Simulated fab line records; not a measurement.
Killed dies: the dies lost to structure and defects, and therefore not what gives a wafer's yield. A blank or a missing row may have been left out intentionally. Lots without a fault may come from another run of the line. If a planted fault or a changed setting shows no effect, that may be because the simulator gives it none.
fab line records	flow n5Finfet
[record] lots = 5	wafers = 14	lastDay = 18
route steps=1938 shown MIM_BOT_LITHO@1861 MIM_BOT_ETCH@1866 PASS1_CAP@1873 TV_LITHO@1875 TV_OPEN@1887
lots with no fault: from the same line, run without faults
startH: start of the lot's first displayed wafer, in hours after the record's first day	waitH: hours from the lot's prior step to this one	" as in the row above	L1.1+2: one row covering several wafers at once	- no value, or no start given	* or withheld: withheld	< > ~ a bound
route shown NAME@n: a module of which the file shows steps, and the number in the route of the first	usual: mean and standard deviation over wafers with no fault	same: alike in all rows	chamber/n: place in a boat	sites: per-site readings	_std_site: the standard deviation of these	_edge_site: mean of outer sites minus mean of inner sites	radiusMm: how far each site lies from the wafer's centre	mask NAME#n: copy n	behind: the tool/chamber that last shaped the wafer	hold: what put the lot on hold/how long, in hours/how the hold closed	device: which transistor (n, p or np) failed to switch	end of line: the same wafers' tests at the end of the route	a step given without rows: its recipe and nothing more	killed: at the first sort, the dies lost to defects and structure; wafer yield is something else	map: the dies of a wafer, with x for killed, . for not killed, _ for no die there
set.NAME: the setting that was run; set.NAME@STEP: the one run at that earlier step	model.NAME: the simulator's own value behind a step, which no gauge read
a table for each step, a row for each wafer; lots at some steps of the route
services: when a tool's chamber went out of use (startH, in hours from the record's first day, below 0 if earlier), for how many hours, and the reason
[[steps]]
[step N5_MIM_BOT_LITHO_HARDBAKE_09]
[recipe] tempC = 130	timeS = 120
[step N5_MIM_BOT_LITHO_CD_MEAS_08]
[recipe] targetCdNm = 3000	landingEnergyEv = 500	detector = seInlens	polarity = opening
[usual] cdNm = 3000.6/2.1
lot.wafer	tool	chamber	startH	waitH	cdNm
L180.1	cdSem-03	0	290.97	-	2995.7
L180.2	"	0	"	"	2996.6
L180.5	"	0	"	"	2997.6
L182.2	cdSem-03	0	296.36	-	2997.6
L182.4	"	0	"	"	3000.4
L182.6	"	0	"	"	2998.4
L186.1	cdSem-03	0	324.83	-	2997.6
L186.3	"	0	"	"	2999.3
L197.1	cdSem-02	0	382.66	-	3002.1
L197.3	"	0	"	"	3003.7
L197.4	"	0	"	"	3000.6
L202.2	cdSem-03	0	423.96	-	3004.2
L202.3	"	0	"	"	3002.0
L202.6	"	0	"	"	3001.6
[step N5_MIM_BOT_LITHO_OVL_MEAS_11]
[recipe] pointsPerWafer = 44
[usual] MIM_BOT_OVL = 4/4.6
lot.wafer	tool	chamber	startH	waitH	MIM_BOT_OVL[nm]
L180.1	overlay-02	0	291.00	0.0	7
L180.2	"	0	"	"	9
L180.5	"	0	"	"	12
L182.2	overlay-02	0	296.38	0.0	3
L182.4	"	0	"	"	5
L182.6	"	0	"	"	2
L186.1	overlay-02	0	324.86	0.0	0
L186.3	"	0	"	"	1
L197.1	overlay-02	0	382.69	0.0	8
L197.3	"	0	"	"	12
L197.4	"	0	"	"	5
L202.2	overlay-01	0	423.99	0.0	-5
L202.3	"	0	"	"	-5
L202.6	"	0	"	"	-1
[step N5_MIM_BOT_LITHO_INSPECT_12]
[recipe] mode = adi	inspectInstrument = macro
[usual] rawDefectCount = 2.2/1.4
lot.wafer	tool	chamber	startH	waitH	rawDefectCount
L180.1	defectInspect-02	-	291.03	0.0	1
L180.2	"	-	"	"	4
L180.5	"	-	"	"	5
L182.2	defectInspect-02	-	296.41	0.0	2
L182.4	"	-	"	"	2
L182.6	"	-	"	"	1
L186.1	defectInspect-02	-	324.88	0.0	4
L186.3	"	-	"	"	3
L197.1	defectInspect-01	-	382.71	0.0	3
L197.3	"	-	"	"	2
L197.4	"	-	"	"	1
L202.2	defectInspect-02	-	424.01	0.0	3
L202.3	"	-	"	"	2
L202.6	"	-	"	"	0
[step N5_MIM_BOT_LITHO_DESCUM_10]
[recipe] chemistry = O2	timeS = 7.9	sourcePowerW = 50	biasPowerW = 20	pressureMtorr = 20	rfFrequencyHz = 2.712e+07	tempC = 40	o2FlowSccm = 225
[usual] drypumpMotorCurrentA = 5.64/0.27	oesProductAu = 0.81/0.089	rfVppV = 243.1/1.5	showerheadPlenumPTorr = 2.08/0.081	throttleValvePct = 20.49/0.18
lot.wafer	tool	chamber	startH	waitH	drypumpMotorCurrentA	oesProductAu	rfHoursCounterH	rfVppV	showerheadPlenumPTorr	throttleValvePct
L180.1	rieDiel-05	3	291.06	0.0	5.26	0.87	47	242.0	2.02	20.59
L180.2	"	2	"	"	5.85	0.87	55	242.3	2.03	20.67
L180.5	"	3	"	"	5.26	0.85	-	242.9	2.02	20.59
L182.2	rieDiel-01	0	296.61	0.2	6.20	0.74	169	243.1	2.07	20.47
L182.4	"	0	"	"	6.20	0.73	-	242.1	2.07	20.46
L182.6	"	1	"	"	5.96	0.74	-	243.7	2.21	20.51
L186.1	rieDiel-03	0	325.54	0.7	5.55	0.67	243	243.0	2.14	20.91
L186.3	"	2	"	"	5.71	0.71	220	241.9	1.98	20.46
L197.1	rieDiel-05	2	382.75	0.0	5.85	0.82	94	240.7	2.01	20.75
L197.3	"	1	"	"	5.85	0.81	112	243.6	2.13	20.38
L197.4	"	3	"	"	5.27	0.83	-	240.6	2.01	20.63
L202.2	rieDiel-05	0	424.05	0.0	5.77	0.95	9	243.6	2.03	20.05
L202.3	"	3	"	"	5.28	0.79	99	241.8	2.00	20.66
L202.6	"	2	"	"	5.84	0.79	-	240.7	2.01	20.76
[step N5_MIM_BOT_ETCH_ETCH_04]
[recipe] chemistry = CF4/O2	target = SiNx	targetDepthA = 260	timeS = 13	ionEnergyEv = 100	pressureMtorr = 40	sourceW = 535	biasW = 49	Ar_flow_sccm = 100	cf4FlowSccm = 100	O2_flow_sccm = 10
[usual] drypumpMotorCurrentA = 5.64/0.27	oesProductAu = 0.82/0.091	rfVppV = 240/4.3	showerheadPlenumPTorr = 2.21/0.077	throttleValvePct = 16.10/0.2
lot.wafer	tool	chamber	startH	waitH	drypumpMotorCurrentA	oesProductAu	rfHoursCounterH	rfVppV	showerheadPlenumPTorr	throttleValvePct
L180.1	rieDiel-05	3	291.13	0.0	5.28	0.88	47	240	2.15	16.21
L180.2	"	2	"	"	5.85	0.88	55	240	2.16	16.30
L180.5	"	3	"	"	5.27	0.88	-	240	2.15	16.22
L182.2	rieDiel-01	0	296.67	0.0	6.21	0.77	169	238	2.22	16.27
L182.4	"	0	"	"	6.22	0.77	-	240	2.21	16.29
L182.6	"	1	"	"	5.93	0.75	-	246	2.28	15.86
L186.1	rieDiel-03	0	325.60	0.0	5.53	0.68	243	247	2.25	16.48
L186.3	"	2	"	"	5.73	0.70	220	233	2.11	16.12
L197.1	rieDiel-05	2	382.81	0.0	5.85	0.85	94	241	2.15	16.39
L197.3	"	1	"	"	5.84	0.79	112	241	2.25	15.92
L197.4	"	3	"	"	5.28	0.84	-	240	2.13	16.29
L202.2	rieDiel-05	0	424.11	0.0	5.79	0.94	9	239	2.14	15.61
L202.3	"	3	"	"	5.29	0.82	99	240	2.13	16.33
L202.6	"	2	"	"	5.85	0.83	-	239	2.14	16.42
[step N5_MIM_BOT_ETCH_ETCH_03]
[recipe] chemistry = Cl2/BCl3	targetDepthA = 120	pressureMtorr = 8	icpW = 800	biasW = 100	Cl2_flow_sccm = 20	bcl3FlowSccm = 80
[usual] drypumpMotorCurrentA = 5.8/0.47	oesProductAu = 0.83/0.072	throttleValvePct = 27.6/0.33
lot.wafer	tool	chamber	startH	waitH	drypumpMotorCurrentA	oesProductAu	rfHoursCounterH	throttleValvePct
L180.1	rieMetal-02	0	291.22	0.1	5.7	0.61	117	27.8
L180.2	"	1	"	"	5.4	0.88	24	27.5
L180.5	"	1	"	"	5.4	0.89	-	27.5
L182.2	rieMetal-01	0	296.76	0.1	6.4	0.87	7	27.6
L182.4	"	0	"	"	6.4	0.88	-	27.6
L182.6	"	1	"	"	5.9	0.81	-	27.9
L186.1	rieMetal-02	0	325.69	0.1	5.7	0.95	1	27.4
L186.3	"	1	"	"	5.4	0.87	-	27.5
L197.1	rieMetal-03	1	382.90	0.1	5.8	0.93	6	26.7
L197.3	"	0	"	"	4.7	0.69	-	27.6
L197.4	"	1	"	"	5.8	0.94	-	26.7
L202.2	rieMetal-01	1	424.20	0.1	5.9	0.77	46	27.9
L202.3	"	1	"	"	5.9	0.77	-	27.9
L202.6	"	1	"	"	5.9	0.77	-	27.9
[step N5_MIM_BOT_ETCH_ETCH_00]
[recipe] chemistry = Cl2/BCl3	target = TiN	targetDepthA = 455	ionEnergyEv = 150	pressureMtorr = 10	icpW = 1000	biasW = 126	Cl2_flow_sccm = 53.25	bcl3FlowSccm = 21.75	Ar_flow_sccm = 25
[usual] drypumpMotorCurrentA = 5.8/0.47	oesProductAu = 0.83/0.072	throttleValvePct = 21.84/0.24
lot.wafer	tool	chamber	startH	waitH	drypumpMotorCurrentA	oesProductAu	rfHoursCounterH	throttleValvePct
L180.1	rieMetal-02	0	291.31	0.1	5.7	0.61	117	22.35
L180.2	"	1	"	"	5.4	0.89	24	21.65
L180.5	"	1	"	"	5.4	0.88	-	21.63
L182.2	rieMetal-01	0	296.85	0.1	6.4	0.87	7	21.93
L182.4	"	0	"	"	6.4	0.88	-	21.92
L182.6	"	1	"	"	5.9	0.81	-	21.96
L186.1	rieMetal-02	0	325.78	0.1	5.7	0.96	1	21.92
L186.3	"	1	"	"	5.4	0.86	-	21.65
L197.1	rieMetal-03	1	382.99	0.1	5.8	0.92	6	21.14
L197.3	"	0	"	"	4.7	0.70	-	21.80
L197.4	"	1	"	"	5.8	0.93	-	21.15
L202.2	rieMetal-01	1	424.29	0.1	5.9	0.77	46	22.02
L202.3	"	1	"	"	5.9	0.77	-	22.00
L202.6	"	1	"	"	5.8	0.77	-	21.99
[step N5_MIM_BOT_ETCH_STRIP_01]
[recipe] chemistry = O2	powerW = 600	tempC = 60	pressureMtorr = 30	rfFrequencyHz = 6e+07	biasPowerW = 0	overashFraction = 0.5	o2FlowSccm = 225
[step N5_MIM_BOT_ETCH_STRIP_02]
[recipe] chemistry = postEtchResidueRemover	timeS = 1200	tempC = 72.5
[step N5_MIM_BOT_ETCH_CLEAN_05]
[recipe] chemistry = IPA	timeS = 180	tempC = 25
[step N5_MIM_BOT_ETCH_SRD_06]
[recipe] dry = ipaMarangoni	timeS = 30	tempC = 23	rinseLiquid = diw
[step N5_PASSIVATION_PECVD_55]
[recipe] material = SiO2	targetThkA = 4000	tempC = 400	precursor = SiH4/N2O	pressureTorr = 2.7	rfW = 608	timeS = 22.5
[usual] heaterPowerW = 671/85	showerheadPlenumPTorr = 8.20/0.12	throttleValvePct = 51.0/2.6
lot.wafer	tool	chamber	startH	waitH	heaterPowerW	showerheadPlenumPTorr	throttleValvePct	model.SiO2_of_PASSIVATION_PECVD_55.thkNm
L180.1	pecvd-02	2	291.95	0.0	569	8.27	50.4	393.4
L180.2	"	1	"	"	617	8.33	56.7	395.4
L180.5	"	2	"	"	600	8.26	50.4	394.6
L182.2	pecvd-02	1	297.58	0.0	510	8.33	56.8	388.8
L182.4	"	0	"	"	723	8.22	52.6	400.6
L182.6	"	2	"	"	510	8.27	50.7	395
L186.1	pecvd-02	1	326.66	0.0	612	8.33	56.3	396
L186.3	"	0	"	"	674	8.22	52.9	414.2
L197.1	pecvd-02	0	383.63	0.0	659	8.22	52.8	390.2
L197.3	"	0	"	"	683	8.23	52.6	397.6
L197.4	"	2	"	"	637	8.27	50.9	399.6
L202.2	pecvd-03	2	424.94	0.0	752	8.30	48.4	393
L202.3	"	0	"	"	856	8.01	52.1	398.8
L202.6	"	0	"	"	850	8.01	52.3	403.4
[step N5_PASSIVATION_PECVD_01]
[recipe] material = SiNx	targetThkA = 2000	tempC = 400	precursor = SiH4/NH3/N2	pressureTorr = 4.9	rfW = 1406	timeS = 43.2
[usual] heaterPowerW = 380/92	showerheadPlenumPTorr = 8.70/0.084	throttleValvePct = 28.9/1.4
lot.wafer	tool	chamber	startH	waitH	heaterPowerW	showerheadPlenumPTorr	throttleValvePct
L180.1	pecvd-02	2	291.99	0.0	369	8.75	28.5
L180.2	"	1	"	"	286	8.80	31.9
L180.5	"	2	"	"	360	8.74	28.6
L182.2	pecvd-02	1	297.62	0.0	257	8.76	31.8
L182.4	"	0	"	"	446	8.73	30.0
L182.6	"	2	"	"	344	8.75	28.8
L186.1	pecvd-02	1	326.70	0.0	294	8.78	32.1
L186.3	"	0	"	"	429	8.72	29.6
L197.1	pecvd-02	0	383.69	0.0	458	8.71	29.7
L197.3	"	0	"	"	306	8.71	29.9
L197.4	"	2	"	"	253	8.75	28.8
L202.2	pecvd-03	0	424.97	0.0	457	8.57	29.5
L202.3	"	1	"	"	316	8.56	29.5
L202.6	"	0	"	"	496	8.59	29.4
[step N5_PASSIVATION_HMDS_03]
[recipe] timeS = 60	tempC = 120
[step N5_PASSIVATION_COAT_04]
[recipe] spinRpm = *	resistThkNm = *
[step N5_PASSIVATION_EBR_06]
[recipe] solvent = PGMEA	ebrWidthMm = 1.5
[step N5_PASSIVATION_SOFTBAKE_05]
[recipe] tempC = 100	timeS = 90
[step N5_PASSIVATION_EXPOSE_07]
[recipe] maskId = TV	na = 0.55	sourceShape = conventional	sigmaOuter = 0.8	polarization = unpolarized	defocusNm = 0	targetCdNm = 3000	doseMj = 22.75
[step N5_PASSIVATION_PEB_08]
[recipe] pebTempC = withheld	pebTimeS = *
[step N5_PASSIVATION_DEVELOP_09]
[recipe] developTimeS = 60	rinseLiquid = diw	dry = airSpin	devTempC = 21
[step N5_PASSIVATION_HARDBAKE_11]
[recipe] tempC = 130	timeS = 120
[step N5_PASSIVATION_CD_MEAS_10]
[recipe] targetCdNm = 3000	landingEnergyEv = 500	detector = seInlens
[usual] cdNm = 3000/3.2
lot.wafer	tool	chamber	startH	waitH	cdNm
L180.1	cdSem-02	0	292.60	-	2999
L180.2	"	0	"	"	2997
L180.5	"	0	"	"	3000
L182.2	cdSem-03	0	301.04	-	2996
L182.4	"	0	"	"	3001
L182.6	"	0	"	"	2996
L186.1	cdSem-02	0	327.34	-	2999
L186.3	"	0	"	"	3005
L197.1	cdSem-03	0	384.56	-	3002
L197.3	"	0	"	"	2999
L197.4	"	0	"	"	2994
L202.2	cdSem-03	0	430.45	-	3000
L202.3	"	0	"	"	2995
L202.6	"	0	"	"	2999
[step N5_PASSIVATION_OVL_MEAS_60]
[recipe] pointsPerWafer = 44
[usual] TV_OVL = 2/5.7
lot.wafer	tool	chamber	startH	waitH	TV_OVL[nm]
L180.1	overlay-02	0	292.63	0.0	6
L180.2	"	0	"	"	2
L180.5	"	0	"	"	8
L182.2	overlay-01	0	301.07	0.0	7
L182.4	"	0	"	"	1
L182.6	"	0	"	"	2
L186.1	overlay-02	0	327.37	0.0	6
L186.3	"	0	"	"	8
L197.1	overlay-02	0	384.60	0.0	4
L197.3	"	0	"	"	8
L197.4	"	0	"	"	11
L202.2	overlay-01	0	430.48	0.0	0
L202.3	"	0	"	"	-2
L202.6	"	0	"	"	-5
[step N5_PASSIVATION_INSPECT_61]
[recipe] mode = adi	inspectInstrument = macro
[usual] rawDefectCount = 1.8/1.5
lot.wafer	tool	chamber	startH	waitH	rawDefectCount
L180.1	defectInspect-02	-	292.65	0.0	2
L180.2	"	-	"	"	4
L180.5	"	-	"	"	1
L182.2	defectInspect-02	-	301.09	0.0	4
L182.4	"	-	"	"	0
L182.6	"	-	"	"	0
L186.1	defectInspect-02	-	327.40	0.0	2
L186.3	"	-	"	"	2
L197.1	defectInspect-01	-	384.62	0.0	2
L197.3	"	-	"	"	5
L197.4	"	-	"	"	1
L202.2	defectInspect-02	-	430.51	0.0	1
L202.3	"	-	"	"	4
L202.6	"	-	"	"	0
[step N5_PASSIVATION_DESCUM_12]
[recipe] chemistry = O2	timeS = 7.9	sourcePowerW = 50	biasPowerW = 20	pressureMtorr = 20	rfFrequencyHz = 2.712e+07	tempC = 40	o2FlowSccm = 225
[step N5_PASSIVATION_PASS_ETCH_74]
[recipe] chemistry = CF4/O2	target = SiNx	targetDepthA = 2200	timeS = 110	ionEnergyEv = 100	pressureMtorr = 40	sourceW = 535	biasW = 49	Ar_flow_sccm = 100	cf4FlowSccm = 100	O2_flow_sccm = 10
[step N5_PASSIVATION_VIA_ETCH_13]
[recipe] chemistry = CHF3/O2	target = SiO2	targetDepthA = 6600	CHF3_flow_sccm = 50	O2_flow_sccm = 5	Ar_flow_sccm = 200	timeS = 330	maskMaterial = PR	pressureMtorr = 30	sourceW = 650	biasW = 170	ionEnergyEv = 200	ends = cleared
[usual] drypumpMotorCurrentA = 5.5/0.49	etchRfOnTimeS = 235/5.4	oesProductAu = 0.72/0.07	rfVppV = 524/15	showerheadPlenumPTorr = 2.38/0.077	throttleValvePct = 18.9/0.36
lot.wafer	tool	chamber	startH	waitH	drypumpMotorCurrentA	etchRfOnTimeS	oesProductAu	rfHoursCounterH	rfVppV	showerheadPlenumPTorr	throttleValvePct	model.coat_of_PASSIVATION_COAT_04.thkNm
L180.1	rieDiel-06	1	293.04	0.0	5.2	228	0.83	20	545	2.56	18.7	*
L180.2	"	3	"	"	5.3	230	0.64	210	510	2.30	19.3	*
L180.5	"	2	"	"	4.8	243	0.76	-	517	2.47	18.7	*
L182.2	rieDiel-02	0	301.28	0.0	6.0	227	0.65	212	512	2.39	19.4	*
L182.4	"	3	"	"	5.1	230	0.67	165	534	2.33	19.5	*
L182.6	"	2	"	"	5.8	231	0.86	-	533	2.36	18.4	*
L186.1	rieDiel-02	0	327.59	0.0	6.0	231	0.65	223	512	2.39	19.4	*
L186.3	"	1	"	"	5.9	242	0.71	116	503	2.32	18.6	*
L197.1	rieDiel-06	2	384.81	0.0	4.8	232	0.74	69	516	2.46	18.7	*
L197.3	"	0	"	"	5.3	237	0.69	123	529	2.32	19.1	*
L197.4	"	3	"	"	5.3	236	0.63	-	511	2.29	19.3	*
L202.2	rieDiel-06	1	430.72	0.0	5.1	232	0.76	55	544	2.54	18.7	*
L202.3	"	3	"	"	5.2	236	0.62	248	510	2.28	19.3	*
L202.6	"	3	"	"	5.3	239	0.61	-	510	2.28	19.3	*
[step N5_PASSIVATION_STRIP_14]
[recipe] chemistry = O2	powerW = 600	tempC = 60	pressureMtorr = 30	rfFrequencyHz = 6e+07	biasPowerW = 0	overashFraction = 0.5	o2FlowSccm = 225
[[services]]
tool	chamber	startH	hours	kind
rieDiel-05	2	279.25	2.4	repair
rieDiel-05	0	287.52	1.8	repair
rieDiel-01	3	288.67	23.6	repair
rieDiel-05	1	290.79	6.3	repair
rieDiel-03	0	293.22	10.1	repair
pecvd-02	2	301.11	4.4	repair
pecvd-02	-	313.43	2.2	repair
pecvd-03	0	313.88	4.4	repair
pecvd-03	-	315.59	5.5	pm
rieDiel-01	0	317.16	9.8	repair
rieDiel-05	1	317.84	8.7	repair
pecvd-03	-	329.55	15.6	pm
rieDiel-06	3	330.98	3.6	repair
rieDiel-06	3	344.09	19.8	repair
rieDiel-01	-	349.21	14.6	pm
rieMetal-01	1	357.37	4.6	repair
rieDiel-06	0	359.62	9.0	repair
rieDiel-01	0	372.32	7.8	repair
rieDiel-06	1	372.98	32.4	repair
rieDiel-06	0	375.92	6.5	repair
pecvd-02	-	376.41	2.8	pm
rieDiel-01	-	394.50	2.8	pm
pecvd-02	0	397.09	3.0	repair
rieDiel-06	0	417.59	3.8	repair
[[key]]
firstSign none at tools or gauges
[modelEffect] step = N5_PASSIVATION_PECVD_55	value = SiO2_of_PASSIVATION_PECVD_55.thkNm	without = 393.4	struck = 414.2
[modelEffect] step = N5_PASSIVATION_VIA_ETCH_13	value = coat_of_PASSIVATION_COAT_04.thkNm	without = *	struck = *
metAt N5_PASSIVATION_PECVD_55
struckWafers L186.3
onsetBetween 297.58 326.66
[fault] kind = processParameterDrift	tool = pecvd-02	chamber = -	onsetH = 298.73	steps = N5_PASSIVATION_PECVD_55	channel = timeS	offset = *	shape = step	endH = 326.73	scope = struckWafersOnly	actsIn = *	stated = *
